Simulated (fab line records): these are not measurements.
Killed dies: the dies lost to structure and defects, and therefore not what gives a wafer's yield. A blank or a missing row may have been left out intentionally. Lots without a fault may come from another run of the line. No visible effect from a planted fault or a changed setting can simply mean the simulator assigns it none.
Lot-split experiment -- flow n5_finfet -- route with 1938 steps; 7 lots, 21 wafers read

## THE SPLIT
At N5_BEOL_M3_EXPOSE_25 (exposes mask V2, defocus 5 nm), the setting dose_mj was moved away from the recipe's 63 on 6 of the 21 wafers read, by -4.2% to +5.8%. For the rest of the wafers, this setting stayed at what the recipe calls for.

## FROM THE SPLIT TO THE READING: what the file shows between them, 2 steps
- N5_BEOL_M3_PEB_26: peb time 60 s
- N5_BEOL_M3_DEVELOP_27: develop time 30 s

## THE READING
cd_nm, in nm, at N5_BEOL_M3_CD_MEAS_28 (target cd 25.7 nm, target cd y 23.3 nm). A value of 25.73 nm with a standard deviation of 0.24 nm is what fault-free wafers of this fab line usually give.

wafer,"tool, chamber at the split",dose_mj as run,against the recipe,"cd_nm, nm",against lot-mates on the recipe
L081.2,"euv_scanner-02, 0",61.43,-2.5%,25.65,-0.30
L081.4,"euv_scanner-02, 0",63,recipe,26.19,-
L081.6,"euv_scanner-02, 0",63,recipe,25.72,-
L082.4,"euv_scanner-01, 0",64.24,+2.0%,25.90,+0.26
L082.5,"euv_scanner-01, 0",63,recipe,25.64,-
L082.6,"euv_scanner-01, 0",64.24,+2.0%,26.36,+0.72
L085.2,"euv_scanner-02, 0",63,recipe,25.83,-
L085.3,"euv_scanner-02, 0",63,recipe,25.45,-
L085.4,"euv_scanner-02, 0",66.64,+5.8%,27.14,+1.50
L086.1,"euv_scanner-01, 0",63,recipe,26.02,-
L086.3,"euv_scanner-01, 0",63,recipe,25.92,-
L086.5,"euv_scanner-01, 0",63,recipe,26.34,-
L089.4,"euv_scanner-01, 0",63,recipe,25.91,-
L089.5,"euv_scanner-01, 0",63,recipe,25.86,-
L089.6,"euv_scanner-01, 0",63,recipe,25.79,-
L090.2,"euv_scanner-01, 0",63,recipe,25.73,-
L090.3,"euv_scanner-01, 0",60.37,-4.2%,25.09,-0.64
L090.4,"euv_scanner-01, 0",60.37,-4.2%,24.79,-0.94
L097.4,"euv_scanner-01, 0",63,recipe,25.92,-
L097.5,"euv_scanner-01, 0",63,recipe,25.48,-
L097.6,"euv_scanner-01, 0",63,recipe,25.72,-

FIT RESULTS
A straight line over all 21 wafers: cd_nm changes by +0.202 nm for each +1% of dose_mj; r = +0.87; the points scatter about the line by 0.24 nm.
The same after taking each lot's own level away (the mean of its wafers on the recipe; 21 wafers): +0.219 nm for each +1%; r = +0.93; scatter 0.19 nm.
The reading moves by 1.3 nm for the largest change in dose_mj, on that fit.
The lots' own levels span 25.640 to 26.093 nm, that is 1.9 times the standard deviation above.
So the lot-to-lot level changes the slope little: the two slopes agree.
Check: +1.14 nm against its lot-mates is what the line predicts for one of the wafers moved furthest among these (+5.8%) when that wafer is left out of the fit. Against them it came out at +1.5 nm.

## THE OTHER SPLITS THESE WAFERS WENT THROUGH
Other splits were also applied to these wafers ahead of the reading. Each is held against what the fit with the lots' levels taken away leaves over:
other split on the same wafers,wafers away from the commonest value,r with cd_nm (lot level and that fit taken away)
N5_BEOL_M2_ILD_DEP_00 time_s,4,+0.23
N5_BEOL_M3_EXPOSE_08 dose_mj,9,+0.14
N5_BEOL_M3_COAT_22 spin_rpm,6,+0.23

## FILE'S OWN FIT
cd_nm changes by +0.225 nm for each +1% of dose_mj, r = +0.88.
